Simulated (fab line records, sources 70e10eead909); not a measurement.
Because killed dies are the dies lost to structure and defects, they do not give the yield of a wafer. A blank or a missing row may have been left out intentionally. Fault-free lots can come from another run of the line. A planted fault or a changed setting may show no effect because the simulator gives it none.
Struck lot and sound lot, side by side -- flow nand-harc -- 15 steps out of a route of 1302
Sound: these wafers, L943.3, L943.4, L943.6. Struck: wafers L948.2, L948.3. (L948.6 of the same lot was not struck and is left out.) The cause comes at the end.
Per side, at each step with rows, come the tool, then ch with its chambers, and then its first start. Under that, the readings that differ: sound wafers -- struck wafers -- difference of the means -- sigmas: that difference in standard deviations of wafers without a fault.
alike: a reading whose means differ by less than 2 such deviations, as well as words and numbers matching on both sides. not compared: withheld readings; readings where some wafer has no value; bounds like >300 that might hide an equal value; numbers whose values overlap and for which the record gives no deviation.
A row with sigmas, a row that says differs or no value, or rows on one side alone: a step with any of these is where the two part. Numbers that have no deviation but don't overlap get no sigmas and don't part them. A reading that every wafer of one side lacks parts them only if that side has two wafers or more.

NHARC_A_BLC_INSPECT_12:
  sound on defect-inspect-02 at day 26 17:39; struck on defect-inspect-02 at day 28 06:28
  alike: raw-defect-count
NHARC_A_BLC_DESCUM_15: chemistry O2, time 3 s.
  sound on rie-diel-13 ch 0,2, day 26 17:43; struck on rie-diel-11 ch 0,1, day 28 06:33
  alike: drypump-motor-current-A, mfc-ar-sccm, oes-product-au, rf-vpp-V, showerhead-plenum-p-Torr, throttle-valve-pct
  not compared: rf-hours-counter-h
NHARC_A_BLC_ETCH_16: etches the open film in CF4, target depth 39 nm, time 65 s.
  sound on rie-diel-13 ch 0,2,3, day 26 17:48; struck on rie-diel-11 ch 2,3, day 28 06:37
  alike: drypump-motor-current-A, mfc-ar-sccm, oes-product-au, rf-vpp-V, showerhead-plenum-p-Torr, throttle-valve-pct
  not compared: rf-hours-counter-h
then, 2 steps without rows for these wafers: NHARC_A_BLC_ETCH_17 (etches the open film in N2/H2, target depth 390 nm, time 609.38 s); NHARC_A_BLC_ETCH_18 (etches the open film in C4F8/O2/Ar, target depth 910 nm).
NHARC_A_BLC_CD_MEAS_19:
  sound on cd-sem-02 at day 26 18:41; struck on cd-sem-01 at day 28 07:29
  alike: cd-nm
NHARC_A_BLC_STRIP_29: strips in CF4.
  sound on rie-diel-11 ch 0,2,3, day 26 18:46; struck on rie-diel-01 ch 2,3, day 28 07:34
  alike: drypump-motor-current-A, mfc-ar-sccm, oes-product-au, rf-vpp-V, showerhead-plenum-p-Torr, throttle-valve-pct
  not compared: rf-hours-counter-h
then, 4 steps without rows for these wafers: NHARC_A_BLC_STRIP_21 (strips in O2); NHARC_A_BLC_STRIP_22 (strips in post etch residue remover, time 600 s); NHARC_A_BLC_DEGAS_30 (time 60 s); NHARC_A_BLC_PRE_CLEAN_31 (time 15 s).
NHARC_A_BLC_PVD_32: deposits Ti, target thk 5 nm, time 17.7 s.
  sound on pvd-sputter-03; struck on pvd-sputter-01
  alike: cathode-dc-power-W, throttle-valve-pct
NHARC_A_BLC_ALD_23: deposits TiN, target thk 3 nm, pulse time 1 s, ald cycles 150.
  sound on ald-metal-01 ch 1,2, day 26 19:31; struck on ald-metal-01 ch 0,3, day 28 08:22
reading,sound,struck,difference,sigmas
ald-cycles,150 150 150,69 69,-81,
  alike: heater-power-w, precursor-pulse-height-rel
NHARC_A_BLC_CVD_24: deposits W, target thk 150 nm, time 434 s.
  sound on cvd-w-02 ch 0,1; struck on cvd-w-01 ch 1
  alike: heater-power-w, mfc-ar-sccm, throttle-valve-pct
NHARC_END_SORT_01:
  here the record holds rows for the struck wafers (prober-01 ch 0, day 30 03:02) but none for the sound ones

== WHERE THEY PART ==
NHARC_END_SORT_01 only, going by this record.

WHY: the cause the simulator had injected
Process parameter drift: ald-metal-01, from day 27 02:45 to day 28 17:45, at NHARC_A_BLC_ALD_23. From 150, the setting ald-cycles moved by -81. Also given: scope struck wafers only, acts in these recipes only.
